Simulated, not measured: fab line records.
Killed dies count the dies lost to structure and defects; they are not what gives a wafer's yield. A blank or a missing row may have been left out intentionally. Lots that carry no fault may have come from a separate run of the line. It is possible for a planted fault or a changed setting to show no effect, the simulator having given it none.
fab line records	flow n5Finfet	part 1 of 2: steps 1 to 23 of 30
record lots=5	wafers=15	lastDay=17
route steps=1938 shown BEOL_M11@1545
lots that met no fault: from a run of the same line without faults
startH: the number of hours between the record's first day and the start of the first shown wafer of the lot	waitH: how many hours have passed since the lot's step before this one	" the same as in the row above	L1.1+2: several wafers, shown together as one row	- either no value or no given start	* or withheld: withheld	< > ~ a bound
route shown NAME@n: names a module that has steps shown in the file, with the first one's number in the route	usual: mean/standard deviation of fault-free wafers	same: alike in all rows	chamber/n: place in a boat	sites: per-site readings	_std_site: the values' standard deviation	_edge_site: the outer-site mean with the inner-site mean subtracted	radiusMm: for every site, how far away it sits from the centre of the wafer	mask NAME#n: copy n	behind: the most recent tool/chamber to have shaped the wafer	hold: reason for holding the lot/hours on hold/outcome of the hold	device: the n, p or np transistor that did not switch	end of line: the route-end tests of the same wafers	a step given without rows: its recipe and nothing more	killed: count of dies lost to structure and defects at first sort (not the wafer's yield)	map: a wafer's dies, marking killed ones x, the rest . and places with no die _
set.NAME: the setting the step ran with; set.NAME@STEP: the setting that earlier step ran with	model.NAME: the simulator's own value behind a step, which no gauge read
lots at selected steps of the route; one table per step, one row per wafer
services: a tool's chamber out of use, with start hour (startH, from the record's first day; less than 0 if before it), hours out, and reason
## steps
# step N5_BEOL_M11_SOFTBAKE_06
# recipe tempC=110	timeS=60	resist=CAR-ArF
# same timeS=60
lot.wafer	tool	chamber	startH	waitH
L078.3+5+6	lithoTrack-05	0	-	-
L087.1+2+5	lithoTrack-04	0	-	-
L089.1+2+3	lithoTrack-01	0	-	-
L090.1+2+4	lithoTrack-01	0	-	-
L097.2+4+6	lithoTrack-04	0	-	-
# step N5_BEOL_M11_EXPOSE_08
# recipe maskId=M11	na=1.35	sourceShape=dipole	sigmaInner=0.411	sigmaOuter=0.611	polarization=te	doseMj=53.75
# usual stageVelMmS=500.04/0.25
lot.wafer	tool	chamber	startH	waitH	mask	stageVelMmS
L078.3	arfiScanner-03	0	242.13	-	M11#0	499.92
L078.5	"	0	"	"	M11#0	500.31
L078.6	"	0	"	"	M11#0	499.99
L087.1	arfiScanner-01	0	305.39	-	M11#0	499.91
L087.2	"	0	"	"	M11#0	500.05
L087.5	"	0	"	"	M11#0	499.89
L089.1	arfiScanner-02	0	313.16	-	M11#0	500.03
L089.2	"	0	"	"	M11#0	500.06
L089.3	"	0	"	"	M11#0	500.14
L090.1	arfiScanner-01	0	317.58	-	M11#0	500.01
L090.2	"	0	"	"	M11#0	500.44
L090.4	"	0	"	"	M11#0	500.27
L097.2	arfiScanner-02	0	371.40	-	M11#0	500.09
L097.4	"	0	"	"	M11#0	499.72
L097.6	"	0	"	"	M11#0	499.69
# step N5_BEOL_M11_PEB_09
# recipe pebTempC=withheld	pebTimeS=60	resist=CAR-ArF
lot.wafer	tool	chamber	startH	waitH
L078.3+5+6	lithoTrack-01	0	242.18	0.0
L087.1+2+5	lithoTrack-01	0	305.45	0.1
L089.1+2+3	lithoTrack-04	0	313.22	0.1
L090.1+2+4	lithoTrack-01	0	317.64	0.1
L097.2+4+6	lithoTrack-04	0	371.45	0.0
# step N5_BEOL_M11_DEVELOP_10
# recipe developTimeS=30	developer=TMAH	resist=CAR-ArF	rinseLiquid=diw	dry=airSpin	devTempC=23
lot.wafer	tool	chamber	startH	waitH
L078.3+5+6	lithoTrack-01	0	-	-
L087.1+2+5	lithoTrack-01	0	-	-
L089.1+2+3	lithoTrack-04	0	-	-
L090.1+2+4	lithoTrack-01	0	-	-
L097.2+4+6	lithoTrack-04	0	-	-
# step N5_BEOL_M11_CD_MEAS_11
# recipe targetCdNm=64.1	landingEnergyEv=500	detector=seInlens	polarity=opening
# usual cdNm=64.1/0.51
lot.wafer	tool	chamber	startH	waitH	cdNm
L078.3	cdSem-02	0	242.25	-	63.6
L078.5	"	0	"	"	63.5
L078.6	"	0	"	"	63.8
L087.1	cdSem-03	0	305.52	-	64.7
L087.2	"	0	"	"	64.9
L087.5	"	0	"	"	64.5
L089.1	cdSem-03	0	313.29	-	63.5
L089.2	"	0	"	"	63.7
L089.3	"	0	"	"	64.1
L090.1	cdSem-01	0	317.71	-	63.6
L090.2	"	0	"	"	63.9
L090.4	"	0	"	"	64.0
L097.2	cdSem-02	0	371.52	-	64.2
L097.4	"	0	"	"	63.8
L097.6	"	0	"	"	64.1
# step N5_BEOL_M11_OVL_MEAS_12
# recipe pointsPerWafer=44
# usual M11_OVL=0.5/0.79
lot.wafer	tool	chamber	startH	waitH	M11_OVL[nm]
L078.3	overlay-01	0	242.28	0.0	-0.5
L078.5	"	0	"	"	0.1
L078.6	"	0	"	"	0.5
L087.1	overlay-02	0	305.55	0.0	-0.5
L087.2	"	0	"	"	-0.7
L087.5	"	0	"	"	0.2
L089.1	overlay-01	0	313.32	0.0	0.4
L089.2	"	0	"	"	1.9
L089.3	"	0	"	"	0.8
L090.1	overlay-01	0	317.74	0.0	1.0
L090.2	"	0	"	"	0.5
L090.4	"	0	"	"	0.6
L097.2	overlay-02	0	371.55	0.0	0.2
L097.4	"	0	"	"	0.6
L097.6	"	0	"	"	0.5
# step N5_BEOL_M11_INSPECT_13
# recipe mode=adi	inspectInstrument=brightfield
# usual rawDefectCount=399/92
lot.wafer	tool	chamber	startH	waitH	rawDefectCount
L078.3	defectInspect-01	-	242.30	0.0	522
L078.5	"	-	"	"	293
L078.6	"	-	"	"	385
L087.1	defectInspect-02	-	305.57	0.0	389
L087.2	"	-	"	"	473
L087.5	"	-	"	"	441
L089.1	defectInspect-01	-	313.34	0.0	442
L089.2	"	-	"	"	461
L089.3	"	-	"	"	333
L090.1	defectInspect-01	-	317.76	0.0	408
L090.2	"	-	"	"	497
L090.4	"	-	"	"	542
L097.2	defectInspect-02	-	371.57	0.0	286
L097.4	"	-	"	"	266
L097.6	"	-	"	"	293
# step N5_BEOL_M11_DESCUM_16
# recipe chemistry=O2	timeS=7.9	sourcePowerW=50	biasPowerW=20	pressureMtorr=20	rfFrequencyHz=2.712e+07	tempC=40	resist=CAR-ArF	o2FlowSccm=225
# usual drypumpMotorCurrentA=5.6/0.52	o2FlowSccm=225.0/0.63	oesProductAu=0.82/0.11	rfVppV=243.0/1.5	showerheadPlenumPTorr=2.09/0.08	tempC=40.00/0.11	throttleValvePct=20.3/0.32
# same timeS=7.9
lot.wafer	tool	chamber	startH	waitH	drypumpMotorCurrentA	o2FlowSccm	oesProductAu	rfHoursCounterH	rfVppV	showerheadPlenumPTorr	tempC	throttleValvePct
L078.3	rieDiel-05	3	242.58	0.3	5.0	225.2	0.94	13	243.6	2.03	40.07	19.6
L078.5	"	3	"	"	5.0	225.8	0.94	-	243.7	2.03	39.92	19.6
L078.6	"	2	"	"	5.7	225.1	0.65	-	243.2	2.14	40.15	20.1
L087.1	rieDiel-05	2	305.67	0.1	5.7	225.5	0.97	11	243.4	2.14	40.00	19.8
L087.2	"	3	"	"	5.0	225.4	0.90	33	241.8	2.02	40.02	19.6
L087.5	"	3	"	"	5.0	225.0	0.89	-	243.4	2.02	39.76	19.6
L089.1	rieDiel-05	2	313.37	0.0	5.8	225.5	0.95	13	243.9	2.14	40.01	19.8
L089.2	"	0	"	"	5.5	225.6	0.82	89	242.6	2.11	39.90	19.9
L089.3	"	1	"	"	5.8	224.6	0.92	20	246.2	2.23	40.11	20.1
L090.1	rieDiel-05	2	317.80	0.0	5.7	223.6	0.95	14	242.2	2.14	39.89	19.8
L090.2	"	0	"	"	5.5	225.7	0.83	90	242.5	2.11	39.87	19.9
L090.4	"	3	"	"	5.0	224.8	0.88	36	242.2	2.02	40.05	19.6
L097.2	rieDiel-04	0	371.61	0.0	5.1	225.4	0.96	12	245.3	2.23	40.12	20.0
L097.4	"	2	"	"	6.3	225.4	0.92	-	241.9	2.06	40.03	20.5
L097.6	"	0	"	"	5.1	224.1	0.96	-	245.5	2.23	40.33	20.0
# step N5_BEOL_M11_ETCH_61
# recipe chemistry=CF4	target=SiARC	targetDepthA=390	maskMaterial=CAR-ArF	timeS=65	ionEnergyEv=80	pressureMtorr=40	sourceW=545	biasW=36	Ar_flow_sccm=100	cf4FlowSccm=100	ends=cleared
# usual drypumpMotorCurrentA=5.6/0.51	etchRfOnTimeS=64.2/1.8	oesProductAu=0.71/0.089	rfVppV=184.0/1.3	showerheadPlenumPTorr=2.13/0.076	throttleValvePct=15.46/0.29
lot.wafer	tool	chamber	startH	waitH	drypumpMotorCurrentA	etchRfOnTimeS	oesProductAu	rfHoursCounterH	rfVppV	showerheadPlenumPTorr	throttleValvePct
L078.3	rieDiel-05	3	242.62	0.0	5.0	63.2	0.82	13	184.1	2.09	14.91
L078.5	"	3	"	"	5.0	62.4	0.82	-	183.7	2.09	14.89
L078.6	"	2	"	"	5.7	66.1	0.55	-	185.0	2.20	15.50
L087.1	rieDiel-05	2	305.70	0.0	5.7	64.1	0.82	11	184.6	2.19	15.06
L087.2	"	3	"	"	5.0	63.1	0.78	33	184.0	2.09	14.97
L087.5	"	3	"	"	5.0	63.1	0.78	-	183.9	2.09	14.95
L089.1	rieDiel-05	2	313.41	0.0	5.7	63.1	0.82	13	184.5	2.19	15.06
L089.2	"	0	"	"	5.5	65.2	0.70	89	185.5	2.16	15.16
L089.3	"	1	"	"	5.8	68.1	0.77	20	185.5	2.26	15.13
L090.1	rieDiel-05	2	317.83	0.0	5.7	64.1	0.82	14	185.2	2.19	15.05
L090.2	"	0	"	"	5.6	65.2	0.71	90	185.2	2.16	15.16
L090.4	"	3	"	"	5.0	62.9	0.77	36	182.5	2.08	14.98
L097.2	rieDiel-04	0	371.64	0.0	5.1	61.6	0.83	12	185.1	2.27	15.14
L097.4	"	2	"	"	6.2	61.5	0.81	-	184.2	2.10	15.55
L097.6	"	0	"	"	5.1	61.8	0.82	-	185.8	2.27	15.15
# step N5_BEOL_M11_ETCH_62
# recipe chemistry=N2/H2	target=SOC	targetDepthA=1100	overetchA=220	maskMaterial=SiARC	tempC=40	timeS=165	ionEnergyEv=200	pressureMtorr=30	sourceW=840	biasW=150	n2FlowSccm=200	h2FlowSccm=200
# usual drypumpMotorCurrentA=5.6/0.52	n2FlowSccm=200.1/0.52	oesProductAu=0.70/0.082	rfVppV=523.6/2.8	showerheadPlenumPTorr=2.53/0.1	tempC=40.02/0.11	throttleValvePct=17.7/0.35
# same timeS=165
lot.wafer	tool	chamber	startH	waitH	drypumpMotorCurrentA	n2FlowSccm	oesProductAu	rfHoursCounterH	rfVppV	showerheadPlenumPTorr	tempC	throttleValvePct
L078.3	rieDiel-05	3	242.67	0.0	5.0	200.7	0.80	13	522.9	2.49	40.10	17.1
L078.5	"	3	"	"	5.0	200.9	0.80	-	521.1	2.49	40.33	17.1
L078.6	"	2	"	"	5.7	200.3	0.55	-	523.1	2.59	40.15	17.4
L087.1	rieDiel-05	2	305.75	0.0	5.7	200.3	0.80	11	526.3	2.59	40.00	17.0
L087.2	"	3	"	"	5.0	199.7	0.76	33	522.4	2.48	39.92	17.1
L087.5	"	3	"	"	5.0	200.5	0.75	-	521.7	2.48	40.12	17.1
L089.1	rieDiel-05	2	313.46	0.0	5.7	199.6	0.80	13	526.2	2.59	40.11	17.1
L089.2	"	0	"	"	5.5	199.2	0.69	89	525.2	2.55	39.92	17.2
L089.3	"	1	"	"	5.8	200.0	0.78	20	528.5	2.73	40.12	17.6
L090.1	rieDiel-05	2	317.88	0.0	5.8	200.3	0.79	14	525.4	2.59	40.00	17.1
L090.2	"	0	"	"	5.6	201.0	0.71	90	525.1	2.55	40.12	17.2
L090.4	"	3	"	"	5.0	200.2	0.76	36	521.7	2.48	39.85	17.1
L097.2	rieDiel-04	0	371.69	0.0	5.1	201.0	0.80	12	528.1	2.71	39.88	17.4
L097.4	"	2	"	"	6.3	199.9	0.78	-	522.4	2.50	40.16	18.0
L097.6	"	0	"	"	5.1	200.3	0.79	-	528.8	2.71	40.01	17.4
# step N5_BEOL_M11_STRIP_68
# recipe chemistry=N2/H2	tempC=40	n2FlowSccm=200	h2FlowSccm=200	rfFrequencyHz=6e+07
lot.wafer	tool	chamber	startH	waitH
L078.3+5+6	rieDiel-05	3,3,2	242.80	0.1
L087.1+2+5	rieDiel-05	2,3,3	305.89	0.1
L089.1+2+3	rieDiel-05	2,0,1	313.59	0.1
L090.1+2+4	rieDiel-05	2,0,3	318.02	0.1
L097.2+4+6	rieDiel-04	0,2,0	371.83	0.1
# step N5_BEOL_M11_STRIP_67
# recipe chemistry=CF4	resist=SiARC	powerW=300	biasPowerW=75	pressureMtorr=50	cf4FlowSccm=150	rfFrequencyHz=6e+07
# usual drypumpMotorCurrentA=5.6/0.52	oesProductAu=0.82/0.097	rfVppV=270.9/1.7	showerheadPlenumPTorr=1.79/0.06	throttleValvePct=13.4/0.31
lot.wafer	tool	chamber	startH	waitH	drypumpMotorCurrentA	oesProductAu	rfHoursCounterH	rfVppV	showerheadPlenumPTorr	throttleValvePct
L078.3	rieDiel-05	3	242.81	0.0	5.0	0.94	13	270.7	1.75	12.9
L078.5	"	3	"	"	5.0	0.94	-	268.7	1.75	12.9
L078.6	"	2	"	"	5.7	0.65	-	271.9	1.84	13.6
L087.1	rieDiel-05	2	305.90	0.0	5.7	0.94	11	272.3	1.84	13.0
L087.2	"	3	"	"	5.0	0.89	33	270.3	1.74	12.9
L087.5	"	3	"	"	5.0	0.89	-	269.5	1.74	12.9
L089.1	rieDiel-05	2	313.60	0.0	5.7	0.94	13	271.1	1.84	13.0
L089.2	"	0	"	"	5.5	0.82	89	271.8	1.81	13.1
L089.3	"	1	"	"	5.8	0.91	20	272.7	1.88	13.1
L090.1	rieDiel-05	2	318.03	0.0	5.7	0.93	14	270.9	1.84	13.1
L090.2	"	0	"	"	5.5	0.83	90	271.0	1.81	13.1
L090.4	"	3	"	"	5.0	0.89	36	269.6	1.74	12.9
L097.2	rieDiel-04	0	371.84	0.0	5.1	0.94	12	272.5	1.90	13.1
L097.4	"	2	"	"	6.3	0.92	-	270.5	1.77	13.5
L097.6	"	0	"	"	5.1	0.93	-	274.0	1.90	13.1
# step N5_BEOL_M11_HM_OPEN_17
# recipe chemistry=Cl2/BCl3	targetDepthA=200	overetchA=60	target=TiN	maskMaterial=SOC	ionEnergyEv=150	pressureMtorr=10	icpW=1000	biasW=126	Cl2_flow_sccm=53.25	bcl3FlowSccm=21.75	Ar_flow_sccm=25
# usual drypumpMotorCurrentA=5.60/0.19	oesProductAu=0.68/0.1	throttleValvePct=22.19/0.17
lot.wafer	tool	chamber	startH	waitH	drypumpMotorCurrentA	oesProductAu	rfHoursCounterH	throttleValvePct
L078.3	rieMetal-03	0	242.88	0.1	5.50	0.52	-	22.51
L078.5	"	0	"	"	5.53	0.52	-	22.50
L078.6	"	1	"	"	5.60	0.52	-	22.29
L087.1	rieMetal-02	1	305.94	0.0	5.69	0.81	2	21.97
L087.2	"	0	"	"	5.88	0.71	23	22.31
L087.5	"	0	"	"	5.86	0.71	-	22.31
L089.1	rieMetal-03	0	313.65	0.0	5.55	0.84	1	22.06
L089.2	"	1	"	"	5.61	0.80	2	22.25
L089.3	"	0	"	"	5.51	0.84	-	22.04
L090.1	rieMetal-01	1	318.07	0.0	5.64	0.57	84	22.08
L090.2	"	0	"	"	5.31	0.65	46	22.09
L090.4	"	0	"	"	5.30	0.65	-	22.10
L097.2	rieMetal-03	0	371.88	0.0	5.52	0.79	7	22.09
L097.4	"	0	"	"	5.47	0.78	-	22.08
L097.6	"	1	"	"	5.59	0.75	-	22.29
# step N5_BEOL_M11_STRIP_19
# recipe chemistry=O2	powerW=400	tempC=40	pressureMtorr=30	rfFrequencyHz=6e+07	biasPowerW=0	overashFraction=0.2	o2FlowSccm=225
# usual drypumpMotorCurrentA=5.5/0.49	o2FlowSccm=224.9/0.69	oesProductAu=0.81/0.11	rfVppV=3.6/0.55	showerheadPlenumPTorr=2.08/0.081	tempC=39.99/0.11	throttleValvePct=16.5/0.33
lot.wafer	tool	chamber	startH	waitH	drypumpMotorCurrentA	o2FlowSccm	oesProductAu	rfHoursCounterH	rfVppV	showerheadPlenumPTorr	tempC	throttleValvePct
L078.3	rieDiel-04	2	242.97	0.1	6.3	224.7	0.69	237	3.8	2.07	39.93	17.0
L078.5	"	2	"	"	6.3	225.4	0.68	-	3.9	2.07	39.84	17.0
L078.6	"	3	"	"	6.1	225.3	0.76	-	3.8	2.02	39.96	16.8
L087.1	rieDiel-04	3	306.05	0.1	6.1	226.2	0.73	167	4.1	2.01	40.06	16.8
L087.2	"	1	"	"	5.0	224.4	0.68	206	3.3	2.00	40.04	16.8
L087.5	"	3	"	"	6.1	225.2	0.73	-	3.4	2.01	39.96	16.8
L089.1	rieDiel-04	1	313.76	0.1	5.0	225.1	0.68	210	4.6	1.99	40.08	16.8
L089.2	"	2	"	"	6.3	225.8	1.00	2	4.9	2.07	39.88	16.6
L089.3	"	3	"	"	6.1	224.3	0.73	172	4.1	2.01	39.74	16.8
L090.1	rieDiel-05	2	318.25	0.1	5.7	224.9	0.96	14	3.1	2.14	40.34	16.1
L090.2	"	1	"	"	5.8	224.9	0.93	22	4.3	2.23	39.87	16.3
L090.4	"	0	"	"	5.5	224.7	0.82	90	3.1	2.11	40.01	16.2
L097.2	rieDiel-04	3	371.99	0.1	6.1	224.7	0.71	192	3.7	2.01	39.82	16.8
L097.4	"	2	"	"	6.3	224.8	0.92	-	2.9	2.06	40.04	16.7
L097.6	"	3	"	"	6.0	225.7	0.72	-	3.7	2.00	39.95	16.9
# step N5_BEOL_M11_CD_MEAS_18
# recipe pitchNm=140	targetCdNm=70
# usual cdNm=70.0/0.61
lot.wafer	tool	chamber	startH	waitH	cdNm
L078.3	cdSem-03	-	243.05	0.1	70.2
L078.5	"	-	"	"	69.6
L078.6	"	-	"	"	70.0
L087.1	cdSem-03	-	306.12	0.0	70.9
L087.2	"	-	"	"	70.8
L087.5	"	-	"	"	70.5
L089.1	cdSem-01	-	313.83	0.0	69.4
L089.2	"	-	"	"	69.8
L089.3	"	-	"	"	69.9
L090.1	cdSem-02	-	318.32	0.0	69.3
L090.2	"	-	"	"	70.0
L090.4	"	-	"	"	69.2
L097.2	cdSem-02	-	372.06	0.1	70.3
L097.4	"	-	"	"	69.6
L097.6	"	-	"	"	69.5
# step N5_BEOL_M11_COAT_63
# recipe resist=SOC	tempC=250	timeS=60	spinRpm=1500	resistThkNm=100
# same timeS=60
lot.wafer	tool	chamber	startH	waitH
L078.3+5+6	lithoTrack-01	0	243.09	0.0
L087.1+2+5	lithoTrack-01	0	306.17	0.1
L089.1+2+3	lithoTrack-04	0	314.10	0.3
L090.1+2+4	lithoTrack-01	0	319.11	0.8
L097.2+4+6	lithoTrack-04	0	373.53	1.5
# step N5_BEOL_M11_COAT_64
# recipe resist=SiARC	tempC=220	timeS=60	spinRpm=1500	resistThkNm=30
# same timeS=60
lot.wafer	tool	chamber	startH	waitH
L078.3+5+6	lithoTrack-01	0	-	-
L087.1+2+5	lithoTrack-01	0	-	-
L089.1+2+3	lithoTrack-04	0	-	-
L090.1+2+4	lithoTrack-01	0	-	-
L097.2+4+6	lithoTrack-04	0	-	-
# step N5_BEOL_M11_COAT_22
# recipe resist=CAR-ArF	spinRpm=1500	resistThkNm=90
lot.wafer	tool	chamber	startH	waitH
L078.3+5+6	lithoTrack-01	0	-	-
L087.1+2+5	lithoTrack-01	0	-	-
L089.1+2+3	lithoTrack-04	0	-	-
L090.1+2+4	lithoTrack-01	0	-	-
L097.2+4+6	lithoTrack-04	0	-	-
# step N5_BEOL_M11_EBR_24
# recipe solvent=PGMEA	ebrWidthMm=1.5
lot.wafer	tool	chamber	startH	waitH
L078.3+5+6	lithoTrack-01	0	-	-
L087.1+2+5	lithoTrack-01	0	-	-
L089.1+2+3	lithoTrack-04	0	-	-
L090.1+2+4	lithoTrack-01	0	-	-
L097.2+4+6	lithoTrack-04	0	-	-
# step N5_BEOL_M11_SOFTBAKE_23
# recipe tempC=110	timeS=60	resist=CAR-ArF
# same timeS=60
lot.wafer	tool	chamber	startH	waitH
L078.3+5+6	lithoTrack-01	0	-	-
L087.1+2+5	lithoTrack-01	0	-	-
L089.1+2+3	lithoTrack-04	0	-	-
L090.1+2+4	lithoTrack-01	0	-	-
L097.2+4+6	lithoTrack-04	0	-	-
# step N5_BEOL_M11_EXPOSE_25
# recipe maskId=V10	na=1.35	sourceShape=annular	sigmaInner=0.5	sigmaOuter=0.8	polarization=unpolarized	doseMj=85.5
# usual stageVelMmS=499.93/0.26
lot.wafer	tool	chamber	startH	waitH	mask	stageVelMmS
L078.3	arfiScanner-03	0	243.34	-	V10#0	500.15
L078.5	"	0	"	"	V10#0	499.77
L078.6	"	0	"	"	V10#0	499.76
L087.1	arfiScanner-03	0	306.44	-	V10#0	500.00
L087.2	"	0	"	"	V10#0	500.09
L087.5	"	0	"	"	V10#0	500.00
L089.1	arfiScanner-01	0	314.21	-	V10#0	499.78
L089.2	"	0	"	"	V10#0	499.60
L089.3	"	0	"	"	V10#0	499.88
L090.1	arfiScanner-03	0	319.36	-	V10#0	500.11
L090.2	"	0	"	"	V10#0	500.06
L090.4	"	0	"	"	V10#0	499.36
L097.2	arfiScanner-03	0	373.78	-	V10#0	500.09
L097.4	"	0	"	"	V10#0	499.81
L097.6	"	0	"	"	V10#0	499.95
# step N5_BEOL_M11_PEB_26
# recipe pebTempC=withheld	pebTimeS=60	resist=CAR-ArF
lot.wafer	tool	chamber	startH	waitH
L078.3+5+6	lithoTrack-04	0	243.40	0.0
L087.1+2+5	lithoTrack-05	0	306.51	0.1
L089.1+2+3	lithoTrack-05	0	314.28	0.1
L090.1+2+4	lithoTrack-04	0	319.42	0.1
L097.2+4+6	lithoTrack-04	0	373.84	0.1
# step N5_BEOL_M11_DEVELOP_27
# recipe developTimeS=30	developer=TMAH	resist=CAR-ArF	rinseLiquid=diw	dry=airSpin	devTempC=23
lot.wafer	tool	chamber	startH	waitH
L078.3+5+6	lithoTrack-04	0	-	-
L087.1+2+5	lithoTrack-05	0	-	-
L089.1+2+3	lithoTrack-05	0	-	-
L090.1+2+4	lithoTrack-04	0	-	-
L097.2+4+6	lithoTrack-04	0	-	-
